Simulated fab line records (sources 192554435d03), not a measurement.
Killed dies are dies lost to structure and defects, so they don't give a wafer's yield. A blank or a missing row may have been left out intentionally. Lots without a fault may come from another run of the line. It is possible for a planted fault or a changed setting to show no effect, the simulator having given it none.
fab line records	flow n5_finfet
record lots=5	wafers=15	last_day=17
route steps=1938 shown BEOL_M13@1665
lots with no fault: from the same line, run without faults
start_h: hours from the record's opening day to when the first of the lot's shown wafers began	wait_h: time in hours since the lot's previous step	" same as the row above	L1.1+2: one row covering several wafers at once	- either no value or no given start	* or withheld: withheld	< > ~ a bound
route shown NAME@n: a module of which the file shows steps, and the number in the route of the first	usual: the fault-free wafers' mean and standard deviation	same: alike in all rows	chamber/n: place in a boat	sites: readings site by site	_std_site: the standard deviation of these	_edge_site: inner sites' mean taken away from outer sites' mean	radius_mm: how far each site lies from the wafer's centre	mask NAME#n: copy n	behind: tool/chamber where the wafer was last shaped	hold: why the lot was held/for how many hours/how that ended	device: whichever transistor did not switch (one of n, p or np)	end of line: the tests these same wafers got at the end of their route	where a step has no rows: the recipe by itself	killed: at the first sort, the dies lost to defects and structure; wafer yield is something else	map: shows each die of a wafer: x if killed, . if not, _ if none is there
set.NAME: the run value of the setting; set.NAME@STEP: its run value at that earlier step	model.NAME: the simulator's own value behind a step, which no gauge read
certain route steps with their lots: each step a table, each wafer a row
services: the hour from which a tool's chamber was out of use, counted from the record's first day as start_h (under 0 if before that day), plus the number of hours and why
## steps
# step N5_BEOL_M13_EXPOSE_07
# recipe mask_id=V12	na=0.93	source_shape=conventional	sigma_outer=0.6	polarization=unpolarized	attpsm_phase_deg=180	dose_mj=24.8
lot.wafer	tool	chamber	start_h	wait_h	mask
L075.2+3+5	krf_scanner-01	0	236.02	-	V12#0
L082.2+3+5	krf_scanner-01	0	293.27	-	V12#0
L084.2+3+5	krf_scanner-01	0	313.46	-	V12#0
L087.1+5+6	krf_scanner-01	0	330.04	-	V12#0
L095.2+3+5	krf_scanner-01	0	370.17	-	V12#0
# step N5_BEOL_M13_PEB_08
# recipe peb_temp_c=130	peb_time_s=90
lot.wafer	tool	chamber	start_h	wait_h
L075.2+3+5	litho_track-01	0	236.07	0.0
L082.2+3+5	litho_track-04	0	293.32	0.0
L084.2+3+5	litho_track-01	0	313.51	0.0
L087.1+5+6	litho_track-04	0	330.10	0.1
L095.2+3+5	litho_track-04	0	370.22	0.0
# step N5_BEOL_M13_DEVELOP_09
# recipe develop_time_s=45	rinse_liquid=diw	dry=air_spin	dev_temp_c=21
lot.wafer	tool	chamber	start_h	wait_h
L075.2+3+5	litho_track-01	0	-	-
L082.2+3+5	litho_track-04	0	-	-
L084.2+3+5	litho_track-01	0	-	-
L087.1+5+6	litho_track-04	0	-	-
L095.2+3+5	litho_track-04	0	-	-
# step N5_BEOL_M13_HARDBAKE_14
# recipe temp_c=130	time_s=120
lot.wafer	tool	chamber	start_h	wait_h
L075.2+3+5	litho_track-01	0	-	-
L082.2+3+5	litho_track-04	0	-	-
L084.2+3+5	litho_track-01	0	-	-
L087.1+5+6	litho_track-04	0	-	-
L095.2+3+5	litho_track-04	0	-	-
# step N5_BEOL_M13_CD_MEAS_10
# recipe target_cd_nm=190	landing_energy_ev=500	detector=se_inlens	polarity=opening
# usual cd_nm=189.4/1.7
lot.wafer	tool	chamber	start_h	wait_h	cd_nm
L075.2	cd_sem-02	0	236.19	-	187.0
L075.3	"	0	"	"	188.5
L075.5	"	0	"	"	187.5
L082.2	cd_sem-01	0	293.44	-	190.5
L082.3	"	0	"	"	188.4
L082.5	"	0	"	"	190.5
L084.2	cd_sem-01	0	313.63	-	191.6
L084.3	"	0	"	"	188.6
L084.5	"	0	"	"	191.0
L087.1	cd_sem-02	0	330.21	-	190.9
L087.5	"	0	"	"	190.4
L087.6	"	0	"	"	189.2
L095.2	cd_sem-01	0	370.34	-	189.8
L095.3	"	0	"	"	189.0
L095.5	"	0	"	"	190.1
# step N5_BEOL_M13_OVL_MEAS_11
# recipe points_per_wafer=44
# usual V12_OVL=2/5.7
lot.wafer	tool	chamber	start_h	wait_h	V12_OVL[nm]
L075.2	overlay-01	0	236.22	0.0	3
L075.3	"	0	"	"	2
L075.5	"	0	"	"	3
L082.2	overlay-02	0	293.47	0.0	4
L082.3	"	0	"	"	-5
L082.5	"	0	"	"	-1
L084.2	overlay-02	0	313.66	0.0	5
L084.3	"	0	"	"	7
L084.5	"	0	"	"	1
L087.1	overlay-01	0	330.24	0.0	7
L087.5	"	0	"	"	1
L087.6	"	0	"	"	-5
L095.2	overlay-01	0	370.37	0.0	-5
L095.3	"	0	"	"	-18
L095.5	"	0	"	"	-9
# step N5_BEOL_M13_INSPECT_12
# recipe mode=adi	inspect_instrument=macro
# usual raw_defect_count=2.1/1.5
lot.wafer	tool	chamber	start_h	wait_h	raw_defect_count
L075.2	defect_inspect-02	-	236.24	0.0	3
L075.3	"	-	"	"	2
L075.5	"	-	"	"	2
L082.2	defect_inspect-02	-	293.49	0.0	3
L082.3	"	-	"	"	1
L082.5	"	-	"	"	1
L084.2	defect_inspect-02	-	313.69	0.0	4
L084.3	"	-	"	"	1
L084.5	"	-	"	"	5
L087.1	defect_inspect-01	-	330.27	0.0	2
L087.5	"	-	"	"	2
L087.6	"	-	"	"	1
L095.2	defect_inspect-01	-	370.39	0.0	3
L095.3	"	-	"	"	3
L095.5	"	-	"	"	3
# step N5_BEOL_M13_DESCUM_15
# recipe chemistry=O2	time_s=7.9	source_power_w=50	bias_power_w=20	pressure_mtorr=20	rf_frequency_hz=2.712e+07	temp_c=40	o2_flow_sccm=225
# usual drypump_motor_current_A=5.9/0.35	oes_product_au=0.81/0.089	rf_vpp_V=242.9/1.7	showerhead_plenum_p_Torr=2.07/0.088	throttle_valve_pct=20.3/0.31
lot.wafer	tool	chamber	start_h	wait_h	drypump_motor_current_A	oes_product_au	rf_hours_counter_h	rf_vpp_V	showerhead_plenum_p_Torr	throttle_valve_pct
L075.2	rie_diel-06	2	236.70	0.5	5.9	0.94	3	245.6	2.12	20.0
L075.3	"	0	"	"	5.4	0.67	248	241.4	1.97	20.5
L075.5	"	3	"	"	6.0	0.75	-	241.8	2.02	20.6
L082.2	rie_diel-04	2	293.53	0.0	6.1	0.91	27	244.0	2.12	20.3
L082.3	"	1	"	"	6.2	0.71	206	244.7	2.17	20.4
L082.5	"	0	"	"	5.4	0.73	-	242.8	1.96	20.0
L084.2	rie_diel-03	3	313.72	0.0	5.5	0.92	19	246.1	2.22	19.9
L084.3	"	1	"	"	5.6	0.71	230	242.7	1.98	20.8
L084.5	"	1	"	"	5.6	0.71	-	240.7	1.98	20.8
L087.1	rie_diel-03	2	330.30	0.0	6.5	0.89	40	242.4	2.07	20.1
L087.5	"	3	"	"	5.5	0.90	-	244.9	2.22	19.9
L087.6	"	0	"	"	5.8	0.80	-	243.1	2.11	20.6
L095.2	rie_diel-04	1	370.43	0.0	6.2	0.70	227	244.7	2.16	20.5
L095.3	"	3	"	"	5.6	0.74	175	240.3	1.93	20.3
L095.5	"	3	"	"	5.6	0.74	-	239.3	1.93	20.3
# step N5_BEOL_M13_ETCH_59
# recipe chemistry=N2/H2	target=BARC	target_depth_a=890	overetch_a=267	time_s=67.9	ion_energy_ev=200	pressure_mtorr=30	source_w=840	bias_w=150	n2_flow_sccm=200	h2_flow_sccm=200
# usual drypump_motor_current_A=5.9/0.35	oes_product_au=0.69/0.071	rf_vpp_V=523/3.1	showerhead_plenum_p_Torr=2.51/0.11	throttle_valve_pct=17.7/0.32
lot.wafer	tool	chamber	start_h	wait_h	drypump_motor_current_A	oes_product_au	rf_hours_counter_h	rf_vpp_V	showerhead_plenum_p_Torr	throttle_valve_pct
L075.2	rie_diel-06	2	236.74	0.0	5.9	0.81	3	526	2.61	17.6
L075.3	"	0	"	"	5.5	0.59	248	521	2.38	18.0
L075.5	"	3	"	"	6.0	0.64	-	520	2.42	17.8
L082.2	rie_diel-04	2	293.56	0.0	6.1	0.77	27	525	2.59	17.7
L082.3	"	1	"	"	6.2	0.62	206	524	2.59	17.6
L082.5	"	0	"	"	5.5	0.62	-	521	2.40	17.7
L084.2	rie_diel-03	3	313.75	0.0	5.5	0.77	19	528	2.70	17.4
L084.3	"	1	"	"	5.6	0.60	231	520	2.40	18.2
L084.5	"	1	"	"	5.6	0.61	-	520	2.40	18.2
L087.1	rie_diel-03	2	330.34	0.0	6.6	0.75	40	522	2.46	17.2
L087.5	"	3	"	"	5.5	0.76	-	528	2.70	17.4
L087.6	"	0	"	"	5.8	0.69	-	525	2.56	18.1
L095.2	rie_diel-04	1	370.46	0.0	6.2	0.60	227	526	2.58	17.7
L095.3	"	3	"	"	5.6	0.63	175	518	2.32	17.6
L095.5	"	3	"	"	5.6	0.63	-	517	2.32	17.6
# step N5_BEOL_M13_VIA_ETCH_16
# recipe chemistry=C4F8/O2/Ar	target=SiOC	pressure_mtorr=30	source_w=3000	bias_w=700	Ar_flow_sccm=400	C4F8_flow_sccm=15	O2_flow_sccm=8	he_inner_torr=15	he_outer_torr=30	target_depth_a=9217	time_s=withheld	ion_energy_ev=250	ends=cleared
# usual C4F8_flow_sccm=15.00/0.046	O2_flow_sccm=8.004/0.022	drypump_motor_current_A=5.9/0.35	oes_product_au=0.73/0.079	rf_vpp_V=665/4	showerhead_plenum_p_Torr=3.40/0.14	throttle_valve_pct=24.15/0.27
lot.wafer	tool	chamber	start_h	wait_h	C4F8_flow_sccm	O2_flow_sccm	drypump_motor_current_A	oes_product_au	rf_vpp_V	showerhead_plenum_p_Torr	throttle_valve_pct
L075.2	rie_diel-06	2	236.79	0.0	14.98	8.016	5.9	0.85	668	3.48	23.86
L075.3	"	0	"	"	14.99	7.962	5.5	0.61	661	3.25	24.38
L075.5	"	3	"	"	15.01	8.009	6.0	0.67	663	3.33	24.48
L082.2	rie_diel-04	2	293.61	0.0	15.03	8.052	6.1	0.81	667	3.53	24.43
L082.3	"	1	"	"	14.93	7.998	6.1	0.64	667	3.53	24.12
L082.5	"	0	"	"	14.95	8.004	5.4	0.66	661	3.25	23.95
L084.2	rie_diel-03	3	313.81	0.0	15.05	7.988	5.5	0.82	671	3.65	23.86
L084.3	"	1	"	"	15.05	8.000	5.6	0.64	661	3.24	24.49
L084.5	"	1	"	"	14.92	8.016	5.6	0.63	661	3.24	24.52
L087.1	rie_diel-03	2	330.39	0.0	14.99	8.014	6.5	0.80	663	3.35	23.80
L087.5	"	3	"	"	15.06	8.027	5.5	0.80	671	3.65	23.87
L087.6	"	0	"	"	15.03	8.030	5.8	0.72	666	3.43	24.32
L095.2	rie_diel-04	1	370.51	0.0	15.03	7.987	6.2	0.62	668	3.52	24.13
L095.3	"	3	"	"	15.03	7.991	5.6	0.66	660	3.17	24.05
L095.5	"	3	"	"	14.97	7.985	5.6	0.66	656	3.17	24.04
# step N5_BEOL_M13_STRIP_63
# recipe chemistry=N2/H2	power_w=1000	temp_c=250	h2_frac=0.65	overash_fraction=0.3	pressure_mtorr=1000	n2_flow_sccm=1750	h2_flow_sccm=3250
# usual drypump_motor_current_A=5.6/0.3	heater_power_w=357/11	oes_product_au=0.674/0.005	strip_time_to_endpoint_s=28.2/1.3
lot.wafer	tool	chamber	start_h	wait_h	drypump_motor_current_A	heater_power_w	oes_product_au	rf_hours_counter_h	strip_time_to_endpoint_s
L075.2	plasma_asher-01	0	237.03	-	5.3	376	0.663	110	27.9
L075.3	"	0	"	"	5.3	370	0.669	-	28.1
L075.5	"	1	"	"	5.5	366	0.669	-	25.6
L082.2	plasma_asher-02	0	293.85	-	5.7	343	0.679	78	27.9
L082.3	"	0	"	"	5.7	331	0.667	-	29.1
L082.5	"	0	"	"	5.7	347	0.668	-	26.6
L084.2	plasma_asher-01	1	314.04	-	5.5	351	0.674	127	28.4
L084.3	"	1	"	"	5.5	359	0.671	-	28.4
L084.5	"	1	"	"	5.5	362	0.676	-	27.2
L087.1	plasma_asher-01	1	330.83	-	5.5	359	0.676	131	28.2
L087.5	"	0	"	"	5.3	375	0.677	-	28.1
L087.6	"	1	"	"	5.5	362	0.675	-	26.6
L095.2	plasma_asher-01	0	370.75	-	5.3	360	0.677	137	31.6
L095.3	"	1	"	"	5.5	372	0.680	-	28.6
L095.5	"	0	"	"	5.3	374	0.673	-	27.0
# step N5_BEOL_M13_STRIP_64
# recipe chemistry=N2/H2	power_w=1000	temp_c=250	h2_frac=0.65	overash_fraction=0.3	pressure_mtorr=withheld	n2_flow_sccm=1750	h2_flow_sccm=3250
# usual drypump_motor_current_A=5.59/0.3	heater_power_w=356/10	oes_product_au=0.715/0.0042	strip_time_to_endpoint_s=31.30/0.069
lot.wafer	tool	chamber	start_h	wait_h	drypump_motor_current_A	heater_power_w	oes_product_au	rf_hours_counter_h	strip_time_to_endpoint_s
L075.2	plasma_asher-01	0	237.09	0.0	5.28	357	0.710	110	31.30
L075.3	"	0	"	"	5.26	365	0.712	-	31.30
L075.5	"	1	"	"	5.50	368	0.710	-	31.26
L082.2	plasma_asher-02	0	293.91	0.0	5.72	335	0.715	78	31.28
L082.3	"	0	"	"	5.74	349	0.711	-	31.34
L082.5	"	0	"	"	5.71	332	0.715	-	31.32
L084.2	plasma_asher-01	1	314.10	0.0	5.50	360	0.717	127	31.27
L084.3	"	1	"	"	5.48	362	0.719	-	31.15
L084.5	"	1	"	"	5.48	359	0.711	-	31.22
L087.1	plasma_asher-01	1	330.89	0.0	5.49	360	0.715	131	31.42
L087.5	"	0	"	"	5.30	361	0.709	-	31.48
L087.6	"	1	"	"	5.50	362	0.718	-	31.44
L095.2	plasma_asher-01	0	370.81	0.0	5.28	370	0.717	137	31.29
L095.3	"	1	"	"	5.47	366	0.714	-	31.33
L095.5	"	0	"	"	5.29	357	0.720	-	31.31
# step N5_BEOL_M13_STRIP_71
# recipe chemistry=post_etch_residue_remover	time_s=60	temp_c=25	remover_ph=withheld	remover_water_wt_pct=withheld	remover_fluoride_wt_pct=withheld
lot.wafer	tool	chamber	start_h	wait_h
L075.2+3+5	wet_bench-05	1,6,2	237.17	0.1
L082.2+3+5	wet_bench-05	0,5,7	294.00	0.1
L084.2+3+5	wet_bench-03	7,4,5	314.19	0.1
L087.1+5+6	wet_bench-06	4,7,1	330.97	0.1
L095.2+3+5	wet_bench-06	6,1,7	370.90	0.1
# step N5_BEOL_M13_SRD_72
# recipe time_s=30	temp_c=23	rinse_liquid=diw	dry=n2_spin	spin_rpm=1500	dry_time_s=30
lot.wafer	tool	chamber	start_h	wait_h
L075.2+3+5	wet_bench-05	1,6,2	237.19	0.0
L082.2+3+5	wet_bench-05	0,5,7	294.01	0.0
L084.2+3+5	wet_bench-03	7,4,5	314.21	0.0
L087.1+5+6	wet_bench-06	4,7,1	330.99	0.0
L095.2+3+5	wet_bench-06	6,1,7	370.92	0.0
# step N5_BEOL_M13_CD_MEAS_17
# recipe target_cd_nm=190	polarity=opening
# usual cd_nm=190.0/1.9
lot.wafer	tool	chamber	start_h	wait_h	cd_nm
L075.2	cd_sem-01	-	237.24	0.0	187.3
L075.3	"	-	"	"	188.2
L075.5	"	-	"	"	189.5
L082.2	cd_sem-02	-	294.06	0.0	189.5
L082.3	"	-	"	"	189.0
L082.5	"	-	"	"	192.2
L084.2	cd_sem-01	-	314.25	0.0	192.1
L084.3	"	-	"	"	189.4
L084.5	"	-	"	"	192.7
L087.1	cd_sem-01	-	331.04	0.0	192.1
L087.5	"	-	"	"	192.8
L087.6	"	-	"	"	189.2
L095.2	cd_sem-03	-	370.96	0.0	190.2
L095.3	"	-	"	"	189.8
L095.5	"	-	"	"	190.8
# step N5_BEOL_M13_COAT_65
# recipe resist=SOC	temp_c=250	time_s=60	spin_rpm=1500	resist_thk_nm=350
lot.wafer	tool	chamber	start_h	wait_h
L075.2+3+5	litho_track-02	0	237.27	0.0
L082.2+3+5	litho_track-04	0	294.09	0.0
L084.2+3+5	litho_track-04	0	314.29	0.0
L087.1+5+6	litho_track-01	0	331.07	0.0
L095.2+3+5	litho_track-01	0	370.99	0.0
# step N5_BEOL_M13_COAT_66
# recipe resist=SiARC	temp_c=220	time_s=60	spin_rpm=1500	resist_thk_nm=110
lot.wafer	tool	chamber	start_h	wait_h
L075.2+3+5	litho_track-02	0	-	-
L082.2+3+5	litho_track-04	0	-	-
L084.2+3+5	litho_track-04	0	-	-
L087.1+5+6	litho_track-01	0	-	-
L095.2+3+5	litho_track-01	0	-	-
## services
tool	chamber	start_h	hours	kind
rie_diel-03	3	233.72	-	clean
rie_diel-03	3	233.72	-	consumable_replace:focus_ring
rie_diel-03	3	233.72	-	consumable_replace:showerhead
rie_diel-03	3	233.72	11.9	scheduled_down
rie_diel-03	3	233.72	11.9	vent_cycle
plasma_asher-02	-	234.31	14.6	pm
wet_bench-06	-	243.45	1.4	repair
rie_diel-04	0	250.43	17.9	repair
plasma_asher-01	-	262.98	1.9	repair
rie_diel-03	-	267.61	2.8	pm
rie_diel-03	3	285.89	4.9	repair
krf_scanner-01	-	295.11	0.8	pm
krf_scanner-01	-	298.95	1.0	pm
plasma_asher-02	-	307.67	2.7	repair
krf_scanner-01	-	311.60	0.4	repair
rie_diel-06	-	318.79	1.1	repair
litho_track-04	-	321.72	-	consumable_replace:filter
plasma_asher-01	-	333.79	1.1	repair
plasma_asher-01	-	337.09	4.3	pm
rie_diel-04	0	341.79	8.0	repair
wet_bench-03	-	347.69	12.2	repair
plasma_asher-02	-	352.86	2.5	repair
wet_bench-05	-	360.43	1.6	repair
rie_diel-06	0	366.77	5.4	repair
## key
fault none
